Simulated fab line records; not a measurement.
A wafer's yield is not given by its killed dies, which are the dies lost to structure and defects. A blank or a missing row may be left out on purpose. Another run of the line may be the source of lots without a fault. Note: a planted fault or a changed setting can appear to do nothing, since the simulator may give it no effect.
The tool behind it: which one? | flow n5-finfet | Sampling: 13 lots, 35 wafers, 4 of 1938 route steps

## WHAT THE GAUGES SHOWED, per wafer
No reading from a measuring or inspecting step in the record can be judged against a usual standard deviation.

## EACH LOT AND THE TOOL THAT RAN IT (in order: tool; ch and the chambers of the sampled wafers; start)
lot  | N5_BEOL_M4_ANNEAL_49         | N5_BEOL_M4_SPUTTER_90        | N5_BEOL_M4_DEP_57               | N5_BEOL_M5_COAT_71
L364 | pvd-sputter-02, day 8 05:14  | pvd-sputter-02, day 8 06:15  | pecvd-02 ch 0,1, day 8 07:55    | litho-track-05 ch 0, day 8 11:49
L365 | pvd-sputter-02, day 8 14:28  | pvd-sputter-02, day 8 15:29  | pecvd-03 ch 0,1, day 8 17:09    | litho-track-05 ch 0, day 8 20:04
L366 | pvd-sputter-03, day 8 22:41  | pvd-sputter-03, day 8 23:43  | pecvd-04 ch 0,2, day 9 01:22    | litho-track-04 ch 0, day 9 05:02
L367 | pvd-sputter-01, day 9 02:29  | pvd-sputter-01, day 9 03:31  | pecvd-02 ch 0,1, day 9 05:10    | litho-track-04 ch 0, day 9 07:10
L368 | pvd-sputter-03, day 9 02:40  | pvd-sputter-03, day 9 03:41  | pecvd-03 ch 2, day 9 05:21      | litho-track-05 ch 0, day 9 07:23
L370 | pvd-sputter-03, day 9 17:28  | pvd-sputter-03, day 9 18:29  | pecvd-02 ch 1,2, day 9 20:11    | litho-track-05 ch 0, day 9 23:30
L371 | pvd-sputter-02, day 9 18:20  | pvd-sputter-02, day 9 19:21  | pecvd-02 ch 0,1, day 9 21:17    | litho-track-05 ch 0, day 9 23:44
L376 | pvd-sputter-03, day 11 04:49 | pvd-sputter-03, day 11 05:50 | pecvd-03 ch 1,2, day 11 07:28   | litho-track-05 ch 0, day 11 10:35
L375 | pvd-sputter-02, day 11 08:01 | pvd-sputter-02, day 11 09:02 | pecvd-02 ch 0,1, day 11 10:40   | litho-track-04 ch 0, day 11 12:55
L377 | pvd-sputter-03, day 11 18:58 | pvd-sputter-03, day 11 19:59 | pecvd-02 ch 0,2, day 11 22:14   | litho-track-05 ch 0, day 12 01:29
L379 | pvd-sputter-01, day 11 23:01 | pvd-sputter-01, day 12 00:02 | pecvd-02 ch 1,2, day 12 01:41   | litho-track-05 ch 0, day 12 04:31
L381 | pvd-sputter-03, day 12 18:02 | pvd-sputter-03, day 12 19:03 | pecvd-04 ch 0,1,2, day 12 20:43 | litho-track-04 ch 0, day 12 22:44
L387 | pvd-sputter-01, day 14 01:15 | pvd-sputter-01, day 14 02:16 | pecvd-03 ch 1,2, day 14 04:41   | litho-track-04 ch 0, day 14 06:56
- N5_BEOL_M4_ANNEAL_49: time 240 s.
- N5_BEOL_M4_SPUTTER_90: material Cu, target thk 4.5 nm, time 8.29 s.
- N5_BEOL_M4_DEP_57: deposits SiCN from 3MS/NH3, target thk 8 nm, time 14 s.
- N5_BEOL_M5_COAT_71: time 60 s, resist thk 5 nm.

## WHAT THE TOOLS THEMSELVES READ (means of the sampled wafers that have a number; where no wafer has one, the mark that the record gives instead)
N5_BEOL_M4_ANNEAL_49.
lot  | tool           | heater-power-w (W)
L364 | pvd-sputter-02 | 863
L365 | pvd-sputter-02 | 859
L366 | pvd-sputter-03 | 807
L367 | pvd-sputter-01 | 828
L368 | pvd-sputter-03 | 796
L370 | pvd-sputter-03 | 788
L371 | pvd-sputter-02 | 939
L376 | pvd-sputter-03 | 858
L375 | pvd-sputter-02 | 878
L377 | pvd-sputter-03 | 761
L379 | pvd-sputter-01 | 815
L381 | pvd-sputter-03 | 757
L387 | pvd-sputter-01 | 761

N5_BEOL_M4_SPUTTER_90.
lot  | tool           | throttle-valve-pct (%)
L364 | pvd-sputter-02 | 29.4
L365 | pvd-sputter-02 | 30.4
L366 | pvd-sputter-03 | 30.5
L367 | pvd-sputter-01 | 29.9
L368 | pvd-sputter-03 | 30.5
L370 | pvd-sputter-03 | 30.2
L371 | pvd-sputter-02 | 29.3
L376 | pvd-sputter-03 | 30.8
L375 | pvd-sputter-02 | 29.9
L377 | pvd-sputter-03 | 30.5
L379 | pvd-sputter-01 | 30.1
L381 | pvd-sputter-03 | 30.5
L387 | pvd-sputter-01 | 30.1

N5_BEOL_M4_DEP_57.
lot  | tool     | showerhead-plenum-p-Torr (Torr) | showerhead-vpp-V (V) | throttle-valve-pct (%)
L364 | pecvd-02 | 3.651                           | 906                  | 10.1
L365 | pecvd-03 | 3.667                           | 856                  | 9.4
L366 | pecvd-04 | 3.646                           | 843                  | 9.0
L367 | pecvd-02 | 3.658                           | 917                  | 10.0
L368 | pecvd-03 | 3.668                           | 817                  | 7.9
L370 | pecvd-02 | 3.662                           | 892                  | 9.3
L371 | pecvd-02 | 3.655                           | 908                  | 10.1
L376 | pecvd-03 | 3.670                           | 830                  | 9.1
L375 | pecvd-02 | 3.652                           | 904                  | 10.0
L377 | pecvd-02 | 3.658                           | 891                  | 9.1
L379 | pecvd-02 | 3.669                           | 906                  | 9.2
L381 | pecvd-04 | 3.653                           | 867                  | 9.0
L387 | pecvd-03 | 3.668                           | 813                  | 8.8

N5_BEOL_M5_COAT_71.
lot  | tool           | heater-power-total-W (W) | spin-speed-rpm (rpm)
L364 | litho-track-05 | 391.0                    | 1499.8
L365 | litho-track-05 | 392.1                    | 1500.2
L366 | litho-track-04 | 391.7                    | 1499.0
L367 | litho-track-04 | 392.2                    | 1499.5
L368 | litho-track-05 | 393.0                    | 1501.2
L370 | litho-track-05 | 390.8                    | 1500.6
L371 | litho-track-05 | 392.6                    | 1500.4
L376 | litho-track-05 | 390.1                    | 1499.2
L375 | litho-track-04 | 391.8                    | 1500.2
L377 | litho-track-05 | 392.3                    | 1649.2
L379 | litho-track-05 | 392.8                    | 1647.2
L381 | litho-track-04 | 391.3                    | 1500.7
L387 | litho-track-04 | 392.1                    | 1499.6

## THE ANSWER, worked out from the rows above alone
Rule: the usual values come from the lots themselves. The widest of any qualifying gaps counts: lots, ordered by their means at a reading, are off when they make up no more than a third of the lots, leave a main group of 4 or more, and stand apart from it by 3 or more times the standard deviation of that group's means. The tables above print the reading to a certain number of digits; a main group whose means all agree to those digits is not used. Also off: a lot with no number at a reading for which 4 or more lots have one. Where the step has rows for the other lots, those lots are counted as sound. After the gauges, taken in route order, come the tools' own readings; for these a lot's mean is taken, as printed above. At the first step where some lot is off, the reading lying furthest off is the one used; lots without a number count as furthest.
Off: L377, L379, at N5_BEOL_M5_COAT_71 (spin-speed-rpm). For the main group the mean is 1500.0 rpm and the standard deviation 0.65.
If a tool, at that step or one of the process steps before it, ran each lot that is off and ran no sound lot following the first of them, it fits. Undecided on this evidence; 2 tools fit (pecvd-02 at N5_BEOL_M4_DEP_57, litho-track-05 at N5_BEOL_M5_COAT_71).

## WHAT THE SIMULATOR PUT IN
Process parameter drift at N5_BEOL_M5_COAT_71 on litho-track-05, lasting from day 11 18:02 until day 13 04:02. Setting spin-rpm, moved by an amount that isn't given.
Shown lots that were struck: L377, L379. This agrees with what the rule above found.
